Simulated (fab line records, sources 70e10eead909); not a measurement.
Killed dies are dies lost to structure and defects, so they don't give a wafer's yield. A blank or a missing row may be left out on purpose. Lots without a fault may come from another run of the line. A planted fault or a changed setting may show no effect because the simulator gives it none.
fab line records | flow nand_harc
record lots=12 wafers=32 last_day=25
route steps=1159 shown P_CONTACT@235 P_M0@266 END@1159
lots that met no fault: from a run of the same line without faults
start_h: hours from the record's first day to the start of the lot's first wafer shown | wait_h: hours since the lot's step before | " the same as in the row above | L1.1+2: a row that stands for several wafers | - no value, or no start given | * or withheld: withheld | < > ~ a bound
route shown NAME@n: a module of which the file shows steps, and the number in the route of the first | usual: mean/standard deviation of fault-free wafers | same: alike in all rows | chamber/n: place in a boat | sites: the reading at each site | _std_site: their standard deviation | _edge_site: outer sites' mean less inner sites' | radius_mm: how far each site lies from the wafer's centre | mask NAME#n: copy n | behind: the tool/chamber that last shaped the wafer | hold: why the lot was held/for how many hours/how that ended | device: the transistor (n, p or np) that didn't switch | end of line: the same wafers' tests at the end of the route | a step without rows: its recipe alone | killed: dies lost to structure and defects at the first sort, not the wafer's yield | map: a wafer's dies, x killed, . not, _ none there
set.NAME: the setting as run; set.NAME@STEP: as run at that earlier step | model.NAME: the simulator's own value behind a step, which no gauge read
steps of the route over a sample of lots; a table a step, a row a wafer
services: from which hour (start_h, from the record's first day; less than 0 if before it) a tool's chamber was out of use, for how many hours, and why
## steps
# step NHARC_P_CONTACT_DESCUM_17
# recipe time_s=3 o2_flow_sccm=200 ar_flow_sccm=0 bias_power_w=0 chemistry=O2
# usual drypump_motor_current_A=5.6/0.39 oes_product_au=1.000/0.012 rf_vpp_V=57.7/0.86 showerhead_plenum_p_Torr=1.88/0.084 throttle_valve_pct=11.312/0.0091
# columns lot.wafer tool chamber start_h wait_h drypump_motor_current_A oes_product_au rf_hours_counter_h rf_vpp_V showerhead_plenum_p_Torr throttle_valve_pct
L944.3 rie_diel-03 1 112.38 0.1 5.4 1.022 6 57.2 1.85 11.306
L944.4 " 2 " " 6.3 0.998 6 58.3 1.96 11.300
L944.5 " 1 " " 5.4 1.014 - 56.7 1.85 11.326
L947.1 rie_diel-12 1 126.55 0.1 5.2 0.991 8 57.5 1.85 11.327
L947.4 " 3 " " 5.0 0.998 7 58.3 1.84 11.315
L947.5 " 0 " " 5.7 0.992 - 55.5 1.80 11.311
L949.1 rie_diel-12 1 133.09 0.1 5.1 1.004 8 58.0 1.85 11.321
L949.4 " 1 " " 5.1 1.002 - 59.3 1.85 11.318
L949.5 " 3 " " 5.0 1.000 - 57.5 1.84 11.302
L951.2 rie_diel-03 2 155.38 0.1 6.3 0.995 11 57.5 1.96 11.327
L951.4 " 3 " " 5.7 1.020 11 58.0 2.01 11.318
L951.6 " 0 " " 5.5 1.006 - 58.6 1.79 11.299
L952.2 rie_diel-12 0 155.86 0.1 5.7 0.999 12 57.0 1.80 11.314
L952.1 " 1 " " 5.1 0.993 12 56.6 1.85 11.315
L952.6 " 1 " " 5.2 0.997 - 57.1 1.85 11.316
L953.3 rie_diel-03 3 166.83 0.1 5.7 1.021 12 58.1 2.01 11.305
L953.4 " 0 " " 5.5 1.003 12 56.3 1.79 11.309
L953.5 " 3 " " 5.7 1.020 - 57.3 2.01 11.313
L957.2 rie_diel-12 1 186.04 0.1 5.2 0.991 13 56.7 1.85 11.323
L957.4 " 1 " " 5.1 1.002 - 58.0 1.85 11.303
L957.5 " 0 " " 5.8 0.984 - 58.2 1.80 11.320
L959.3 rie_diel-03 1 203.36 0.1 5.4 1.018 16 57.5 1.84 11.317
L959.5 " 3 " " 5.7 1.002 - 58.0 2.01 11.304
L959.6 " 0 " " 5.5 1.003 - 57.6 1.79 11.313
L963.5 rie_diel-12 1 221.18 0.1 5.2 1.001 - 57.4 1.85 11.308
L962.6 rie_diel-12 1 221.60 0.3 5.2 0.999 - 56.9 1.85 11.306
L967.1 rie_diel-03 1 243.02 0.1 5.4 0.994 2 56.7 1.84 11.318
L967.2 " 2 " " 6.3 0.990 2 58.6 1.96 11.311
L967.6 " 0 " " 5.5 0.980 - 56.5 1.79 11.314
L966.4 rie_diel-03 0 251.63 0.1 5.4 0.978 2 57.7 1.79 11.313
L966.2 " 2 " " 6.3 0.984 4 55.7 1.96 11.319
L966.5 " 1 " " 5.4 0.981 - 58.3 1.84 11.308
# step NHARC_P_CONTACT_ETCH_18
# recipe target_depth_a=4810 time_s=240.5 c4f8_flow_sccm=20 o2_flow_sccm=10 ar_flow_sccm=withheld rf_w=600 bias_w=1500 chemistry=C4F8/O2/Ar
# usual oes_product_au=0.960/0.02 rf_vpp_V=976/5.9
# columns lot.wafer tool chamber start_h wait_h oes_product_au rf_hours_counter_h rf_vpp_V
L944.4 rie_diel-03 2 112.85 - 0.980 6 980
L944.3 " 0 " " 0.970 7 969
L944.5 " 3 " " 1.007 - 983
L947.4 rie_diel-12 0 127.06 - 0.943 8 970
L947.1 " 1 " " 0.955 8 975
L947.5 " 2 " " 0.964 - 987
L949.1 rie_diel-12 3 133.67 - 0.924 8 974
L949.5 " 3 " " 0.925 - 973
L949.4 " 0 " " 0.914 - 970
L951.2 rie_diel-03 2 155.88 - 0.973 11 982
L951.4 " 3 " " 0.983 11 985
L951.6 " 1 " " 0.976 - 975
L952.2 rie_diel-12 1 156.34 - 0.954 12 974
L952.1 " 2 " " 0.965 8 985
L952.6 " 2 " " 0.967 - 985
L953.3 rie_diel-03 2 167.30 - 0.958 12 982
L953.4 " 3 " " 0.980 12 984
L953.5 " 3 " " 0.974 - 984
L957.2 rie_diel-12 0 186.66 - 0.948 14 970
L957.4 " 1 " " 0.964 - 973
L957.5 " 2 " " 0.952 - 985
L959.3 rie_diel-03 0 203.82 - 0.958 17 970
L959.5 " 0 " " 0.963 - 969
L959.6 " 1 " " 0.985 - 973
L963.5 rie_diel-12 3 221.71 - 0.976 - 972
L962.6 rie_diel-12 3 222.57 - 0.936 - 973
L967.1 rie_diel-03 1 243.84 - 0.956 2 972
L967.2 " 0 " " 0.953 1 970
L967.6 " 0 " " 0.951 - 969
L966.4 rie_diel-03 0 252.11 - 0.923 3 971
L966.2 " 1 " " 0.933 4 973
L966.5 " 0 " " 0.920 - 970
# step NHARC_P_CONTACT_DEGAS_38
# recipe temp_c=300 time_s=60
# usual heater_power_w=485/53
# columns lot.wafer tool chamber start_h wait_h heater_power_w
L944.4 pvd_sputter-03 - 114.08 - 533
L944.3 " - " " 525
L944.5 " - " " 427
L947.1 pvd_sputter-01 - 128.14 - 456
L947.4 " - " " 529
L947.5 " - " " 444
L949.4 pvd_sputter-01 - 134.83 - 467
L949.1 " - " " 426
L949.5 " - " " 432
L951.4 pvd_sputter-03 - 157.01 - 421
L951.2 " - " " 522
L951.6 " - " " 473
L952.1 pvd_sputter-01 - 157.86 - 449
L952.2 " - " " 469
L952.6 " - " " 427
L953.3 pvd_sputter-03 - 168.40 - 536
L953.4 " - " " 477
L953.5 " - " " 549
L957.4 pvd_sputter-02 - 187.81 - 441
L957.2 " - " " 601
L957.5 " - " " 445
L959.3 pvd_sputter-03 - 204.94 - 429
L959.5 " - " " 464
L959.6 " - " " 417
L963.5 pvd_sputter-03 - 223.03 - 534
L962.6 pvd_sputter-03 - 223.89 - 528
L967.1 pvd_sputter-01 - 245.08 - 549
L967.2 " - " " 488
L967.6 " - " " 426
L966.2 pvd_sputter-01 - 253.22 - 518
L966.4 " - " " 479
L966.5 " - " " 424
# step NHARC_P_CONTACT_CMP_24
# recipe t_overpolish_s=30 target_thk_nm=200
# usual motor_current_A=12.0/1.1 overpolish_run_s=29.999/0.009 time_to_endpoint_s=39.8/2.9
# columns lot.wafer tool chamber start_h wait_h motor_current_A overpolish_run_s time_to_endpoint_s
L944.3 cmp-02 2 119.61 0.4 12.3 29.990 44.0
L944.4 " 0 " " 12.4 29.997 42.8
L944.5 " 2 " " 11.6 30.002 45.6
L947.1 cmp-01 3 131.15 0.5 12.4 29.990 38.2
L947.4 " 2 " " 12.2 30.004 39.1
L947.5 " 3 " " 12.4 29.988 38.4
L949.1 cmp-02 1 135.94 0.6 12.5 29.999 45.3
L949.4 " 3 " " 11.0 29.997 44.2
L949.5 " 2 " " 12.6 29.992 46.6
L951.2 cmp-04 0 159.72 0.6 14.4 29.989 40.9
L951.4 " 2 " " 11.8 30.004 42.2
L951.6 " 0 " " 13.5 29.997 39.3
L952.1 cmp-02 1 165.76 0.6 12.1 29.995 41.7
L952.2 " 2 " " 12.5 30.006 40.4
L952.6 " 0 " " 13.8 30.003 42.7
L953.3 cmp-02 0 169.50 0.3 12.7 30.000 37.3
L953.4 " 1 " " 12.2 30.007 40.7
L953.5 " 1 " " 12.8 29.998 40.8
L957.2 cmp-04 2 189.13 0.5 11.4 30.009 40.0
L957.4 " 3 " " 10.7 30.001 39.7
L957.5 " 3 " " 11.1 29.997 43.1
L959.3 cmp-01 1 210.04 0.3 10.2 30.003 37.3
L959.6 " 1 " " 9.6 29.978 38.6
L959.5 " 2 " " 12.9 30.013 35.9
L963.5 cmp-01 3 226.05 0.2 12.1 29.993 37.6
L962.6 cmp-02 1 231.23 0.3 11.9 29.994 45.7
L967.1 cmp-04 0 249.44 0.6 14.0 29.990 39.5
L967.2 " 1 " " 10.6 30.029 41.2
L967.6 " 1 " " 11.1 30.007 44.8
L966.2 cmp-01 3 256.13 0.5 11.8 29.987 39.2
L966.4 " 0 " " 11.1 30.010 39.1
L966.5 " 2 " " 12.8 29.993 35.2
# step NHARC_P_M0_DESCUM_14
# recipe time_s=3 o2_flow_sccm=200 ar_flow_sccm=0 bias_power_w=0 chemistry=O2
# usual drypump_motor_current_A=5.5/0.55 oes_product_au=0.996/0.01 rf_vpp_V=57.7/0.87 showerhead_plenum_p_Torr=1.90/0.076 throttle_valve_pct=11.311/0.0094
# columns lot.wafer tool chamber start_h wait_h hold drypump_motor_current_A oes_product_au rf_hours_counter_h rf_vpp_V showerhead_plenum_p_Torr throttle_valve_pct
L944.3 rie_diel-07 1 121.87 0.1 - 5.7 0.978 3.9 57.2 1.79 11.330
L944.4 " 2 " " - 6.6 0.994 3.9 56.8 1.89 11.322
L944.5 " 0 " " - 5.4 0.993 - 58.2 1.97 11.317
L947.1 rie_diel-01 0 132.70 0.1 - 4.9 0.997 9.2 58.1 1.93 11.315
L947.4 " 1 " " - 4.8 0.988 8.8 57.3 1.91 11.311
L947.5 " 2 " " - 5.8 0.996 - 56.7 1.92 11.310
L949.4 rie_diel-11 2 137.44 0.1 - 5.9 1.005 7.3 58.1 1.98 11.279
L949.1 " 0 " " - 5.4 0.998 7.1 57.7 1.81 11.312
L949.5 " 2 " " - 5.9 1.011 - 57.5 1.98 11.314
L951.2 rie_diel-11 2 161.35 0.1 - 5.9 1.000 9.1 58.8 1.98 11.316
L951.4 " 3 " " - 5.4 1.001 9.1 58.6 1.87 11.303
L951.6 " 1 " " - 4.7 0.992 - 58.2 2.03 11.311
L952.2 rie_diel-01 0 167.21 0.1 - 5.0 0.985 1.7 58.9 1.93 11.317
L952.1 " 1 " " - 4.8 0.975 1.7 58.7 1.91 11.321
L952.6 " 0 " " - 5.0 1.002 - 57.4 1.93 11.297
L953.3 rie_diel-07 1 170.86 0.1 - 5.7 0.981 7.5 57.6 1.79 11.304
L953.4 " 3 " " - 6.6 1.007 6.7 57.7 1.82 11.320
L953.5 " 1 " " - 5.7 0.984 - 55.9 1.79 11.308
L957.2 rie_diel-01 1 190.63 0.1 - 4.8 0.972 2.9 57.2 1.91 11.296
L957.4 " 2 " " - 5.7 0.985 3.0 58.1 1.92 11.306
L957.5 " 1 " " - 4.8 0.967 - 58.8 1.91 11.296
L959.3 rie_diel-01 3 211.55 0.1 - 5.3 0.999 4.8 56.9 1.79 11.310
L959.5 " 1 " " - 4.8 0.979 - 58.0 1.91 11.300
L959.6 " 2 " " - 5.7 0.998 - 58.5 1.92 11.312
L963.5 rie_diel-11 2 230.43 2.8 await_dispo/2.7h/release 5.9 1.004 - 57.4 1.98 11.318
L962.6 rie_diel-01 2 235.77 3.2 await_dispo/3.1h/release 5.7 0.994 - 55.8 1.92 11.317
L967.1 rie_diel-07 2 250.82 0.1 - 6.6 1.001 0.9 57.3 1.89 11.307
L967.2 " 0 " " - 5.3 1.002 1.3 59.1 1.97 11.310
L967.6 " 1 " " - 5.7 0.993 - 59.5 1.79 11.294
L966.2 rie_diel-11 1 257.59 0.1 - 4.8 0.992 4.0 58.3 2.03 11.303
L966.4 " 2 " " - 5.9 0.996 4.3 58.1 1.98 11.316
L966.5 " 3 " " - 5.4 1.002 - 56.4 1.87 11.313
# step NHARC_END_SORT_01
# recipe temp_c=25
# usual killed_at_array=28/11 killed_at_other=0.7/1.1 killed_at_periphery=2.9/2 killed_dies=32/11 killed_open=3.2/1.8 killed_short=2.0/1.4
# same gross_dies=677
# columns lot.wafer tool chamber start_h wait_h killed_at_array killed_at_other killed_at_periphery killed_dies killed_open killed_short
L963.5 prober-01 0 580.59 3.7 21 0 34 55 6 2
L962.6 prober-02 0 603.20 4.0 39 0 27 66 1 1
# killed by level:class
L963.5 P_CONTACT:unspecified=31 A_CHANNEL_HOLE_D1:chamber_film_flake=5 A_WL_FILL:chamber_film_flake=4 A_M0:chamber_film_flake=4 A_SOURCE_PLATE:geometric_particle:open=3 A_CONTACT:chamber_film_flake=2 P_CONTACT:geometric_particle:open=1 P_M0:geometric_particle:open=1
L962.6 P_CONTACT:unspecified=27 A_CHANNEL_HOLE_D1:chamber_film_flake=22 A_CONTACT:chamber_film_flake=8 A_SLIT:chamber_film_flake=6 A_CHANNEL_FILL_D1:geometric_particle:short=1 A_CHANNEL_FILL_D1:geometric_particle:open=1 A_WL_FILL:chamber_film_flake=1
## services
# columns tool chamber start_h hours kind
cmp-02 - 89.31 2.4 repair
pvd_sputter-03 - 102.00 10.0 pm
pvd_sputter-01 - 111.61 9.5 repair
rie_diel-01 3 112.79 4.5 repair
cmp-02 - 128.50 4.0 pm
rie_diel-12 2 132.33 21.0 repair
rie_diel-01 - 137.80 9.0 pm
cmp-02 - 149.42 4.2 repair
rie_diel-03 2 156.10 7.6 repair
cmp-02 - 158.80 1.5 repair
rie_diel-12 3 173.07 15.7 repair
rie_diel-01 3 178.96 5.8 repair
cmp-02 - 179.23 2.0 repair
rie_diel-03 3 191.32 5.2 repair
rie_diel-12 - 202.43 9.0 pm
cmp-02 - 206.78 1.7 repair
rie_diel-03 0 213.82 20.1 repair
rie_diel-03 - 215.30 9.0 pm
rie_diel-01 1 216.16 4.7 repair
pvd_sputter-01 - 219.63 4.7 repair
cmp-02 - 226.50 4.0 pm
pvd_sputter-01 - 229.52 4.9 repair
rie_diel-03 3 240.50 8.0 repair
rie_diel-03 1 256.14 8.3 repair
## key
first_sign step=NHARC_END_SORT_01 reading=killed_at_periphery direction=up sigmas=14 usual=2.9 struck=30.5
more_kills_born_at NHARC_P_CONTACT_ETCH_18@rie_diel-12=58
met_at NHARC_P_CONTACT_ETCH_18
struck_lots L962,L963
struck_wafers L962.6,L963.5
tester_left_out L962,L963
not_acting_at NHARC_P_CONTACT_DESCUM_17,NHARC_P_CONTACT_DEGAS_38,NHARC_P_CONTACT_CMP_24
onset_between 133.67 221.71
fault kind=chamber_particle_source tool=rie_diel-12 chamber=3 onset_h=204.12 steps=NHARC_P_CONTACT_ETCH_18 rate_per_visit_cm2=0.58477 end_h=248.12
# tester_left_out: of these lots the tester's yield and bins aren't shown, on N5 and GAA mostly nor the transistor test; their killed dies are dies lost to structure and defects alone, not to doping, threshold or leakage, so they don't give the yield
